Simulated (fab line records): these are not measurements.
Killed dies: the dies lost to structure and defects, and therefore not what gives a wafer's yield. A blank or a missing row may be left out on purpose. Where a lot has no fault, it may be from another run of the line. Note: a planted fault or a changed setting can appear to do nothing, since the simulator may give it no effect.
fab line records || flow nand-harc
record: {"lots": 6, "wafers": 18, "last-day": 33}
route steps=1302 shown A_ZERO_WELL@412 A_SOURCE_PLATE@413 A_ONON_D1@424 END@1302
lots that met no fault: taken from a fault-free run of the same line
start-h: the number of hours between the record's first day and the start of the first shown wafer of the lot || wait-h: hours elapsed since this lot's preceding step || " as in the row above || L1.1+2: a single row standing in for several wafers || - either no value or no given start || * or withheld: withheld || < > ~ a bound
route shown NAME@n: names a module that has steps shown in the file, with the first one's number in the route || usual: average and standard deviation across the fault-free wafers || same: alike in all rows || chamber/n: place in a boat || sites: each site's reading || _std_site: standard deviation across them || _edge_site: outer sites' mean less inner sites' || radius-mm: for every site, how far away it sits from the centre of the wafer || mask NAME#n: copy n || behind: the last tool/chamber to shape the wafer || hold: why the lot went on hold/how many hours it stayed there/how the hold came to an end || device: transistor that didn't switch, given as n, p or np || end of line: at the end of the route, the tests of the same wafers || a step given without rows: its recipe and nothing more || killed: count of dies lost to structure and defects at first sort (not the wafer's yield) || map: a wafer's dies, x killed, . not, _ none there
set.NAME: the setting as run; set.NAME@STEP: as run at that earlier step || model.NAME: the simulator's own value behind a step, which no gauge read
lots at selected steps of the route; one table per step, one row per wafer
services: when a tool's chamber went out of use (start-h, in hours from the record's first day, below 0 if earlier), for how many hours, and the reason
== steps ==
step: NHARC_A_ZERO_WELL_INSPECT_17
usual: {"raw-defect-count": "10/4.1"}
{"lot.wafer": "L329.3", "tool": "defect-inspect-01", "chamber": "-", "start-h": 157.39, "wait-h": 0.1, "raw-defect-count": 14}
{"lot.wafer": "L329.4", "tool": "defect-inspect-01", "chamber": "-", "start-h": 157.39, "wait-h": 0.1, "raw-defect-count": 6}
{"lot.wafer": "L329.6", "tool": "defect-inspect-01", "chamber": "-", "start-h": 157.39, "wait-h": 0.1, "raw-defect-count": 10}
{"lot.wafer": "L332.3", "tool": "defect-inspect-01", "chamber": "-", "start-h": 187.22, "wait-h": 0.1, "raw-defect-count": 8}
{"lot.wafer": "L332.4", "tool": "defect-inspect-01", "chamber": "-", "start-h": 187.22, "wait-h": 0.1, "raw-defect-count": 17}
{"lot.wafer": "L332.6", "tool": "defect-inspect-01", "chamber": "-", "start-h": 187.22, "wait-h": 0.1, "raw-defect-count": 13}
{"lot.wafer": "L335.2", "tool": "defect-inspect-01", "chamber": "-", "start-h": 214.54, "wait-h": 0.1, "raw-defect-count": 6}
{"lot.wafer": "L335.4", "tool": "defect-inspect-01", "chamber": "-", "start-h": 214.54, "wait-h": 0.1, "raw-defect-count": 12}
{"lot.wafer": "L335.6", "tool": "defect-inspect-01", "chamber": "-", "start-h": 214.54, "wait-h": 0.1, "raw-defect-count": 2}
{"lot.wafer": "L347.2", "tool": "defect-inspect-02", "chamber": "-", "start-h": 339.92, "wait-h": 0.1, "raw-defect-count": 13}
{"lot.wafer": "L347.4", "tool": "defect-inspect-02", "chamber": "-", "start-h": 339.92, "wait-h": 0.1, "raw-defect-count": 4}
{"lot.wafer": "L347.5", "tool": "defect-inspect-02", "chamber": "-", "start-h": 339.92, "wait-h": 0.1, "raw-defect-count": 8}
{"lot.wafer": "L348.2", "tool": "defect-inspect-01", "chamber": "-", "start-h": 351.08, "wait-h": 0.2, "raw-defect-count": 7}
{"lot.wafer": "L348.3", "tool": "defect-inspect-01", "chamber": "-", "start-h": 351.08, "wait-h": 0.2, "raw-defect-count": 12}
{"lot.wafer": "L348.6", "tool": "defect-inspect-01", "chamber": "-", "start-h": 351.08, "wait-h": 0.2, "raw-defect-count": 10}
{"lot.wafer": "L350.1", "tool": "defect-inspect-02", "chamber": "-", "start-h": 371.14, "wait-h": 0.2, "raw-defect-count": 5}
{"lot.wafer": "L350.3", "tool": "defect-inspect-02", "chamber": "-", "start-h": 371.14, "wait-h": 0.2, "raw-defect-count": 8}
{"lot.wafer": "L350.6", "tool": "defect-inspect-02", "chamber": "-", "start-h": 371.14, "wait-h": 0.2, "raw-defect-count": 6}
step: NHARC_A_SOURCE_PLATE_PRECLEAN_00
recipe: {"time-s": 60, "chemistry": "HF-LAST"}
step: NHARC_A_SOURCE_PLATE_SRD_01
step: NHARC_A_SOURCE_PLATE_OXIDE_02
recipe: {"target-thk-a": 100, "temp-c": 900, "ox-time-s": 1362, "material": "SiO2"}
step: NHARC_A_SOURCE_PLATE_THK_MEAS_09
recipe: {"thk-meas-gauge": "ellipsometry"}
usual: {"thk-nm": "9.7/0.98"}
{"lot.wafer": "L329.3", "tool": "film-metro-02", "chamber": "-", "start-h": 164.70, "wait-h": 0.4, "thk-nm": 8.7}
{"lot.wafer": "L329.4", "tool": "film-metro-02", "chamber": "-", "start-h": 164.70, "wait-h": 0.4, "thk-nm": 9.5}
{"lot.wafer": "L329.6", "tool": "film-metro-02", "chamber": "-", "start-h": 164.70, "wait-h": 0.4, "thk-nm": 9.6}
{"lot.wafer": "L332.3", "tool": "film-metro-02", "chamber": "-", "start-h": 194.22, "wait-h": 0.4, "thk-nm": 10.1}
{"lot.wafer": "L332.4", "tool": "film-metro-02", "chamber": "-", "start-h": 194.22, "wait-h": 0.4, "thk-nm": 11.7}
{"lot.wafer": "L332.6", "tool": "film-metro-02", "chamber": "-", "start-h": 194.22, "wait-h": 0.4, "thk-nm": 8.9}
{"lot.wafer": "L335.2", "tool": "film-metro-01", "chamber": "-", "start-h": 224.31, "wait-h": 0.4, "thk-nm": 9.9}
{"lot.wafer": "L335.4", "tool": "film-metro-01", "chamber": "-", "start-h": 224.31, "wait-h": 0.4, "thk-nm": 10.1}
{"lot.wafer": "L335.6", "tool": "film-metro-01", "chamber": "-", "start-h": 224.31, "wait-h": 0.4, "thk-nm": 9.6}
{"lot.wafer": "L347.2", "tool": "film-metro-02", "chamber": "-", "start-h": 347.19, "wait-h": 0.4, "thk-nm": 9.2}
{"lot.wafer": "L347.4", "tool": "film-metro-02", "chamber": "-", "start-h": 347.19, "wait-h": 0.4, "thk-nm": 8.4}
{"lot.wafer": "L347.5", "tool": "film-metro-02", "chamber": "-", "start-h": 347.19, "wait-h": 0.4, "thk-nm": 9.1}
{"lot.wafer": "L348.2", "tool": "film-metro-02", "chamber": "-", "start-h": 357.93, "wait-h": 0.4, "thk-nm": 9.1}
{"lot.wafer": "L348.3", "tool": "film-metro-02", "chamber": "-", "start-h": 357.93, "wait-h": 0.4, "thk-nm": 10.7}
{"lot.wafer": "L348.6", "tool": "film-metro-02", "chamber": "-", "start-h": 357.93, "wait-h": 0.4, "thk-nm": 8.3}
{"lot.wafer": "L350.1", "tool": "film-metro-01", "chamber": "-", "start-h": 378.72, "wait-h": 0.4, "thk-nm": 10.9}
{"lot.wafer": "L350.3", "tool": "film-metro-01", "chamber": "-", "start-h": 378.72, "wait-h": 0.4, "thk-nm": 10.4}
{"lot.wafer": "L350.6", "tool": "film-metro-01", "chamber": "-", "start-h": 378.72, "wait-h": 0.4, "thk-nm": 9.2}
step: NHARC_A_SOURCE_PLATE_PVD_04
recipe: {"target-thk-a": 500, "material": "WSi2"}
step: NHARC_A_SOURCE_PLATE_CVD_03
recipe: {"target-thk-a": 2000, "temp-c": 620, "pressure-mtorr": 200, "time-s": 4000, "material": "poly-Si"}
step: NHARC_A_SOURCE_PLATE_ANNEAL_05
recipe: {"temp-c": 850, "time-s": 1800}
step: NHARC_A_SOURCE_PLATE_THK_MEAS_06
recipe: {"thk-meas-gauge": "ellipsometry"}
usual: {"thk-nm": "200.3/2.2"}
{"lot.wafer": "L329.3", "tool": "film-metro-01", "chamber": "-", "start-h": 177.79, "wait-h": 0.4, "thk-nm": 199.7}
{"lot.wafer": "L329.4", "tool": "film-metro-01", "chamber": "-", "start-h": 177.79, "wait-h": 0.4, "thk-nm": 201.3}
{"lot.wafer": "L329.6", "tool": "film-metro-01", "chamber": "-", "start-h": 177.79, "wait-h": 0.4, "thk-nm": 203.8}
{"lot.wafer": "L332.3", "tool": "film-metro-01", "chamber": "-", "start-h": 206.81, "wait-h": 0.4, "thk-nm": 201.4}
{"lot.wafer": "L332.4", "tool": "film-metro-01", "chamber": "-", "start-h": 206.81, "wait-h": 0.4, "thk-nm": 203.2}
{"lot.wafer": "L332.6", "tool": "film-metro-01", "chamber": "-", "start-h": 206.81, "wait-h": 0.4, "thk-nm": 202.3}
{"lot.wafer": "L335.2", "tool": "film-metro-01", "chamber": "-", "start-h": 239.95, "wait-h": 0.4, "thk-nm": 203.0}
{"lot.wafer": "L335.4", "tool": "film-metro-01", "chamber": "-", "start-h": 239.95, "wait-h": 0.4, "thk-nm": 202.9}
{"lot.wafer": "L335.6", "tool": "film-metro-01", "chamber": "-", "start-h": 239.95, "wait-h": 0.4, "thk-nm": 203.1}
{"lot.wafer": "L347.2", "tool": "film-metro-02", "chamber": "-", "start-h": 361.51, "wait-h": 0.4, "thk-nm": 201.3}
{"lot.wafer": "L347.4", "tool": "film-metro-02", "chamber": "-", "start-h": 361.51, "wait-h": 0.4, "thk-nm": 201.0}
{"lot.wafer": "L347.5", "tool": "film-metro-02", "chamber": "-", "start-h": 361.51, "wait-h": 0.4, "thk-nm": 201.1}
{"lot.wafer": "L348.2", "tool": "film-metro-01", "chamber": "-", "start-h": 370.42, "wait-h": 0.4, "thk-nm": 198.8}
{"lot.wafer": "L348.3", "tool": "film-metro-01", "chamber": "-", "start-h": 370.42, "wait-h": 0.4, "thk-nm": 201.3}
{"lot.wafer": "L348.6", "tool": "film-metro-01", "chamber": "-", "start-h": 370.42, "wait-h": 0.4, "thk-nm": 200.2}
{"lot.wafer": "L350.1", "tool": "film-metro-02", "chamber": "-", "start-h": 391.30, "wait-h": 0.4, "thk-nm": 201.2}
{"lot.wafer": "L350.3", "tool": "film-metro-02", "chamber": "-", "start-h": 391.30, "wait-h": 0.4, "thk-nm": 200.7}
{"lot.wafer": "L350.6", "tool": "film-metro-02", "chamber": "-", "start-h": 391.30, "wait-h": 0.4, "thk-nm": 203.1}
step: NHARC_A_SOURCE_PLATE_INSPECT_08
usual: {"raw-defect-count": "55/21"}
{"lot.wafer": "L329.3", "tool": "defect-inspect-01", "chamber": "-", "start-h": 177.88, "wait-h": 0.0, "raw-defect-count": 37}
{"lot.wafer": "L329.4", "tool": "defect-inspect-01", "chamber": "-", "start-h": 177.88, "wait-h": 0.0, "raw-defect-count": 34}
{"lot.wafer": "L329.6", "tool": "defect-inspect-01", "chamber": "-", "start-h": 177.88, "wait-h": 0.0, "raw-defect-count": 71}
{"lot.wafer": "L332.3", "tool": "defect-inspect-02", "chamber": "-", "start-h": 206.92, "wait-h": 0.0, "raw-defect-count": 58}
{"lot.wafer": "L332.4", "tool": "defect-inspect-02", "chamber": "-", "start-h": 206.92, "wait-h": 0.0, "raw-defect-count": 66}
{"lot.wafer": "L332.6", "tool": "defect-inspect-02", "chamber": "-", "start-h": 206.92, "wait-h": 0.0, "raw-defect-count": 40}
{"lot.wafer": "L335.2", "tool": "defect-inspect-02", "chamber": "-", "start-h": 240.05, "wait-h": 0.0, "raw-defect-count": 44}
{"lot.wafer": "L335.4", "tool": "defect-inspect-02", "chamber": "-", "start-h": 240.05, "wait-h": 0.0, "raw-defect-count": 43}
{"lot.wafer": "L335.6", "tool": "defect-inspect-02", "chamber": "-", "start-h": 240.05, "wait-h": 0.0, "raw-defect-count": 19}
{"lot.wafer": "L347.2", "tool": "defect-inspect-02", "chamber": "-", "start-h": 361.57, "wait-h": 0.0, "raw-defect-count": 62}
{"lot.wafer": "L347.4", "tool": "defect-inspect-02", "chamber": "-", "start-h": 361.57, "wait-h": 0.0, "raw-defect-count": 27}
{"lot.wafer": "L347.5", "tool": "defect-inspect-02", "chamber": "-", "start-h": 361.57, "wait-h": 0.0, "raw-defect-count": 32}
{"lot.wafer": "L348.2", "tool": "defect-inspect-01", "chamber": "-", "start-h": 370.49, "wait-h": 0.0, "raw-defect-count": 56}
{"lot.wafer": "L348.3", "tool": "defect-inspect-01", "chamber": "-", "start-h": 370.49, "wait-h": 0.0, "raw-defect-count": 71}
{"lot.wafer": "L348.6", "tool": "defect-inspect-01", "chamber": "-", "start-h": 370.49, "wait-h": 0.0, "raw-defect-count": 28}
{"lot.wafer": "L350.1", "tool": "defect-inspect-01", "chamber": "-", "start-h": 391.40, "wait-h": 0.0, "raw-defect-count": 77}
{"lot.wafer": "L350.3", "tool": "defect-inspect-01", "chamber": "-", "start-h": 391.40, "wait-h": 0.0, "raw-defect-count": 29}
{"lot.wafer": "L350.6", "tool": "defect-inspect-01", "chamber": "-", "start-h": 391.40, "wait-h": 0.0, "raw-defect-count": 21}
step: NHARC_A_ONON_D1_DEP_00
recipe: {"target-thk-a": 10000, "n2-flow-sccm": 2750, "n2o-flow-sccm": 2000, "nh3-flow-sccm": 500, "sih4-flow-sccm": 210, "temp-c": 400}
{"lot.wafer": "L329.3+4+6", "tool": "pecvd-onon-03", "chamber": 0, "start-h": 178.06, "wait-h": 0.2}
{"lot.wafer": "L332.3+4+6", "tool": "pecvd-onon-03", "chamber": 0, "start-h": 207.10, "wait-h": 0.2}
{"lot.wafer": "L335.2+4+6", "tool": "pecvd-onon-02", "chamber": 0, "start-h": 240.18, "wait-h": 0.1}
{"lot.wafer": "L347.2+4+5", "tool": "pecvd-onon-03", "chamber": 0, "start-h": 361.70, "wait-h": 0.1}
{"lot.wafer": "L348.2+3+6", "tool": "pecvd-onon-03", "chamber": 0, "start-h": 370.61, "wait-h": 0.1}
{"lot.wafer": "L350.1+3+6", "tool": "pecvd-onon-02", "chamber": 0, "start-h": 391.47, "wait-h": 0.1}
step: NHARC_A_ONON_D1_THK_MEAS_02
recipe: {"thk-meas-gauge": "ellipsometry"}
usual: {"thk-nm": "1000/12"}
{"lot.wafer": "L329.3", "tool": "film-metro-02", "chamber": "-", "start-h": 178.45, "wait-h": "-", "thk-nm": 1002}
{"lot.wafer": "L329.4", "tool": "film-metro-02", "chamber": "-", "start-h": 178.45, "wait-h": "-", "thk-nm": 1001}
{"lot.wafer": "L329.6", "tool": "film-metro-02", "chamber": "-", "start-h": 178.45, "wait-h": "-", "thk-nm": 999}
{"lot.wafer": "L332.3", "tool": "film-metro-02", "chamber": "-", "start-h": 207.50, "wait-h": "-", "thk-nm": 1001}
{"lot.wafer": "L332.4", "tool": "film-metro-02", "chamber": "-", "start-h": 207.50, "wait-h": "-", "thk-nm": 1002}
{"lot.wafer": "L332.6", "tool": "film-metro-02", "chamber": "-", "start-h": 207.50, "wait-h": "-", "thk-nm": 1002}
{"lot.wafer": "L335.2", "tool": "film-metro-02", "chamber": "-", "start-h": 240.63, "wait-h": "-", "thk-nm": 981}
{"lot.wafer": "L335.4", "tool": "film-metro-02", "chamber": "-", "start-h": 240.63, "wait-h": "-", "thk-nm": 981}
{"lot.wafer": "L335.6", "tool": "film-metro-02", "chamber": "-", "start-h": 240.63, "wait-h": "-", "thk-nm": 982}
{"lot.wafer": "L347.2", "tool": "film-metro-02", "chamber": "-", "start-h": 362.15, "wait-h": "-", "thk-nm": 1471}
{"lot.wafer": "L347.4", "tool": "film-metro-02", "chamber": "-", "start-h": 362.15, "wait-h": "-", "thk-nm": 1469}
{"lot.wafer": "L347.5", "tool": "film-metro-02", "chamber": "-", "start-h": 362.15, "wait-h": "-", "thk-nm": 1469}
{"lot.wafer": "L348.2", "tool": "film-metro-01", "chamber": "-", "start-h": 371.06, "wait-h": "-", "thk-nm": 1470}
{"lot.wafer": "L348.3", "tool": "film-metro-01", "chamber": "-", "start-h": 371.06, "wait-h": "-", "thk-nm": 1471}
{"lot.wafer": "L348.6", "tool": "film-metro-01", "chamber": "-", "start-h": 371.06, "wait-h": "-", "thk-nm": 1471}
{"lot.wafer": "L350.1", "tool": "film-metro-01", "chamber": "-", "start-h": 391.98, "wait-h": "-", "thk-nm": 1007}
{"lot.wafer": "L350.3", "tool": "film-metro-01", "chamber": "-", "start-h": 391.98, "wait-h": "-", "thk-nm": 1006}
{"lot.wafer": "L350.6", "tool": "film-metro-01", "chamber": "-", "start-h": 391.98, "wait-h": "-", "thk-nm": 1007}
step: NHARC_A_ONON_D1_DEP_03
recipe: {"target-thk-a": 10000, "n2-flow-sccm": 2750, "n2o-flow-sccm": 2000, "nh3-flow-sccm": 500, "sih4-flow-sccm": 210, "temp-c": 400}
step: NHARC_END_SORT_01
recipe: {"temp-c": 25}
usual: {"killed-at-array": "55/20", "killed-at-other": "0.7/0.96", "killed-at-periphery": "4.1/2.4", "killed-dies": "60/20", "killed-open": "3.3/1.9", "killed-short": "2.8/1.6"}
same: {"gross-dies": 677}
{"lot.wafer": "L335.2", "tool": "prober-01", "chamber": 0, "start-h": 655.35, "wait-h": 2.8, "killed-at-array": 92, "killed-at-other": 2, "killed-at-periphery": 3, "killed-dies": 97, "killed-open": 3, "killed-short": 5}
{"lot.wafer": "L335.4", "tool": "prober-01", "chamber": 0, "start-h": 656.93, "wait-h": 3.4, "killed-at-array": 79, "killed-at-other": 1, "killed-at-periphery": 4, "killed-dies": 84, "killed-open": 1, "killed-short": 2}
{"lot.wafer": "L335.6", "tool": "prober-01", "chamber": 0, "start-h": 658.51, "wait-h": 4.0, "killed-at-array": 80, "killed-at-other": 3, "killed-at-periphery": 3, "killed-dies": 86, "killed-open": 1, "killed-short": 2}
{"lot.wafer": "L347.2", "tool": "prober-01", "chamber": 0, "start-h": 762.57, "wait-h": 2.8, "killed-at-array": 676, "killed-at-other": 0, "killed-at-periphery": 1, "killed-dies": 677, "killed-open": 2, "killed-short": 4}
{"lot.wafer": "L347.4", "tool": "prober-01", "chamber": 0, "start-h": 764.17, "wait-h": 3.4, "killed-at-array": 675, "killed-at-other": 1, "killed-at-periphery": 1, "killed-dies": 677, "killed-open": 2, "killed-short": 4}
{"lot.wafer": "L347.5", "tool": "prober-01", "chamber": 0, "start-h": 764.97, "wait-h": 3.7, "killed-at-array": 676, "killed-at-other": 0, "killed-at-periphery": 1, "killed-dies": 677, "killed-open": 2, "killed-short": 1}
{"lot.wafer": "L348.2", "tool": "prober-02", "chamber": 0, "start-h": 783.56, "wait-h": 2.8, "killed-at-array": 674, "killed-at-other": 0, "killed-at-periphery": 3, "killed-dies": 677, "killed-open": 4, "killed-short": 4}
{"lot.wafer": "L348.3", "tool": "prober-02", "chamber": 0, "start-h": 784.37, "wait-h": 3.1, "killed-at-array": 674, "killed-at-other": 0, "killed-at-periphery": 3, "killed-dies": 677, "killed-open": 2, "killed-short": 2}
{"lot.wafer": "L348.6", "tool": "prober-02", "chamber": 0, "start-h": 786.78, "wait-h": 4.0, "killed-at-array": 674, "killed-at-other": 0, "killed-at-periphery": 3, "killed-dies": 677, "killed-open": 3, "killed-short": 6}
killed by level:class
L335.2 A_CHANNEL_HOLE_D1:chamber-film-flake=32 A_SLIT:chamber-film-flake=24 A_CHANNEL_HOLE_D2:chamber-film-flake=13 A_STAIRCASE:chamber-film-flake=6 A_CHANNEL_FILL_D2:chamber-film-flake=3 A_DECK1_JOINT:chamber-film-flake=3 A_CHANNEL_FILL_D2:geometric-particle:short=2 A_WL_FILL:geometric-particle:short=2
L335.4 A_CHANNEL_HOLE_D1:chamber-film-flake=31 A_SLIT:chamber-film-flake=25 A_CHANNEL_HOLE_D2:chamber-film-flake=11 A_STAIRCASE:chamber-film-flake=4 A_WL_FILL:chamber-film-flake=2 A_CONTACT:chamber-film-flake=2 A_DECK1_JOINT:geometric-particle:short=1 A_WL_FILL:geometric-particle:short=1
L335.6 A_CHANNEL_HOLE_D1:chamber-film-flake=32 A_SLIT:chamber-film-flake=28 A_CHANNEL_HOLE_D2:chamber-film-flake=6 A_STAIRCASE:chamber-film-flake=4 A_WL_FILL:chamber-film-flake=3 THIN_TSV:chamber-film-flake=3 A_CHANNEL_FILL_D2:chamber-film-flake=2 A_CHANNEL_FILL_D1:geometric-particle:short=1
L347.2 A_ONON_D1:area-dep=635 A_CHANNEL_HOLE_D1:chamber-film-flake=13 A_SLIT:chamber-film-flake=10 A_CONTACT:chamber-film-flake=5 A_CHANNEL_FILL_D1:chamber-film-flake=4 A_WL_FILL:geometric-particle:short=2 A_ZERO_WELL:chamber-film-flake=2 A_SOURCE_PLATE:geometric-particle:open=1
L347.4 A_ONON_D1:area-dep=638 A_CHANNEL_HOLE_D1:chamber-film-flake=14 A_SLIT:chamber-film-flake=7 A_CONTACT:chamber-film-flake=5 A_CHANNEL_FILL_D1:chamber-film-flake=2 P_M0:geometric-particle:short=1 A_CHANNEL_HOLE_D1:geometric-particle:open=1 A_CHANNEL_FILL_D1:geometric-particle:short=1
L347.5 A_ONON_D1:area-dep=646 A_CHANNEL_HOLE_D1:chamber-film-flake=11 A_SLIT:chamber-film-flake=6 A_WL_FILL:chamber-film-flake=4 A_CONTACT:chamber-film-flake=4 A_CHANNEL_HOLE_D1:geometric-particle:open=1 A_WL_FILL:geometric-particle:short=1 A_M1:geometric-particle:open=1
L348.2 A_ONON_D1:area-dep=629 A_CHANNEL_HOLE_D1:chamber-film-flake=23 A_SLIT:chamber-film-flake=5 A_CHANNEL_FILL_D2:chamber-film-flake=4 A_CONTACT:chamber-film-flake=4 P_CONTACT:geometric-particle:open=2 A_ONON_D2:geometric-particle:short=2 A_CHANNEL_HOLE_D2:chamber-film-flake=2
L348.3 A_ONON_D1:area-dep=635 A_CHANNEL_HOLE_D1:chamber-film-flake=17 A_SLIT:chamber-film-flake=6 A_CONTACT:chamber-film-flake=6 P_ZERO_WELL:chamber-film-flake=2 A_CHANNEL_HOLE_D2:chamber-film-flake=2 A_CHANNEL_FILL_D2:chamber-film-flake=2 P_GATE:geometric-particle:open=1
L348.6 A_ONON_D1:area-dep=624 A_CHANNEL_HOLE_D1:chamber-film-flake=18 A_SLIT:chamber-film-flake=8 A_CONTACT:chamber-film-flake=6 A_STAIRCASE:chamber-film-flake=3 A_M1:chamber-film-flake=3 A_ONON_D2:geometric-particle:short=2 A_CHANNEL_FILL_D2:chamber-film-flake=2
map L347.2 (x killed, . not)
____________x____________
_________xxxxxxx_________
_______xxxxxxxxxxx_______
______xxxxxxxxxxxxx______
_____xxxxxxxxxxxxxxx_____
____xxxxxxxxxxxxxxxxx____
____xxxxxxxxxxxxxxxxx____
___xxxxxxxxxxxxxxxxxxx___
___xxxxxxxxxxxxxxxxxxx___
__xxxxxxxxxxxxxxxxxxxxx__
__xxxxxxxxxxxxxxxxxxxxx__
_xxxxxxxxxxxxxxxxxxxxxxx_
_xxxxxxxxxxxxxxxxxxxxxxx_
_xxxxxxxxxxxxxxxxxxxxxxx_
_xxxxxxxxxxxxxxxxxxxxxxx_
_xxxxxxxxxxxxxxxxxxxxxxx_
xxxxxxxxxxxxxxxxxxxxxxxxx
xxxxxxxxxxxxxxxxxxxxxxxxx
xxxxxxxxxxxxxxxxxxxxxxxxx
xxxxxxxxxxxxxxxxxxxxxxxxx
xxxxxxxxxxxxxxxxxxxxxxxxx
_xxxxxxxxxxxxxxxxxxxxxxx_
_xxxxxxxxxxxxxxxxxxxxxxx_
_xxxxxxxxxxxxxxxxxxxxxxx_
_xxxxxxxxxxxxxxxxxxxxxxx_
_xxxxxxxxxxxxxxxxxxxxxxx_
__xxxxxxxxxxxxxxxxxxxxx__
__xxxxxxxxxxxxxxxxxxxxx__
___xxxxxxxxxxxxxxxxxxx___
___xxxxxxxxxxxxxxxxxxx___
____xxxxxxxxxxxxxxxxx____
____xxxxxxxxxxxxxxxxx____
_____xxxxxxxxxxxxxxx_____
______xxxxxxxxxxxxx______
_______xxxxxxxxxxx_______
_________xxxxxxx_________
____________x____________
map L348.2 (x killed, . not)
____________x____________
_________xxxxxxx_________
_______xxxxxxxxxxx_______
______xxxxxxxxxxxxx______
_____xxxxxxxxxxxxxxx_____
____xxxxxxxxxxxxxxxxx____
____xxxxxxxxxxxxxxxxx____
___xxxxxxxxxxxxxxxxxxx___
___xxxxxxxxxxxxxxxxxxx___
__xxxxxxxxxxxxxxxxxxxxx__
__xxxxxxxxxxxxxxxxxxxxx__
_xxxxxxxxxxxxxxxxxxxxxxx_
_xxxxxxxxxxxxxxxxxxxxxxx_
_xxxxxxxxxxxxxxxxxxxxxxx_
_xxxxxxxxxxxxxxxxxxxxxxx_
_xxxxxxxxxxxxxxxxxxxxxxx_
xxxxxxxxxxxxxxxxxxxxxxxxx
xxxxxxxxxxxxxxxxxxxxxxxxx
xxxxxxxxxxxxxxxxxxxxxxxxx
xxxxxxxxxxxxxxxxxxxxxxxxx
xxxxxxxxxxxxxxxxxxxxxxxxx
_xxxxxxxxxxxxxxxxxxxxxxx_
_xxxxxxxxxxxxxxxxxxxxxxx_
_xxxxxxxxxxxxxxxxxxxxxxx_
_xxxxxxxxxxxxxxxxxxxxxxx_
_xxxxxxxxxxxxxxxxxxxxxxx_
__xxxxxxxxxxxxxxxxxxxxx__
__xxxxxxxxxxxxxxxxxxxxx__
___xxxxxxxxxxxxxxxxxxx___
___xxxxxxxxxxxxxxxxxxx___
____xxxxxxxxxxxxxxxxx____
____xxxxxxxxxxxxxxxxx____
_____xxxxxxxxxxxxxxx_____
______xxxxxxxxxxxxx______
_______xxxxxxxxxxx_______
_________xxxxxxx_________
____________x____________
== services ==
{"tool": "pecvd-onon-02", "chamber": "-", "start-h": 185.09, "hours": 13.0, "kind": "pm"}
{"tool": "pecvd-onon-03", "chamber": "-", "start-h": 227.00, "hours": 13.0, "kind": "pm"}
{"tool": "pecvd-onon-02", "chamber": "-", "start-h": 366.09, "hours": 13.0, "kind": "pm"}
== key ==
first-sign: {"step": "NHARC_A_ONON_D1_THK_MEAS_02", "reading": "thk-nm", "direction": "up", "sigmas": 39, "usual": 1000, "struck": 1470}
effect: {"step": "NHARC_END_SORT_01", "reading": "killed-dies", "direction": "up", "sigmas": 31, "usual": 60, "struck": 677}
more-kills-born-at: {"NHARC_A_ONON_D1_DEP_00@pecvd-onon-03": 3807}
met-at NHARC_A_ONON_D1_DEP_00
struck-wafers L347.2,L347.4,L347.5,L348.2,L348.3,L348.6
later-rows-left-out L347.2,L347.4,L347.5,L348.2,L348.3,L348.6
tester-left-out L347,L348
onset-between 207.10 361.70
fault: {"kind": "process-parameter-drift", "tool": "pecvd-onon-03", "chamber": 0, "onset-h": 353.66, "steps": "NHARC_A_ONON_D1_DEP_00", "channel": "target-thk-a", "offset": "*", "shape": "step", "end-h": 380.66, "acts-in": "*", "stated": "*"}
tester-left-out: of these lots the tester's yield and bins aren't shown, on N5 and GAA mostly nor the transistor test; their killed dies are dies lost to structure and defects alone, not to doping, threshold or leakage, so they don't give the yield
later-rows-left-out: the simulator's readings of these wafers behind a module that went badly wrong aren't trusted and aren't shown, but for the sort
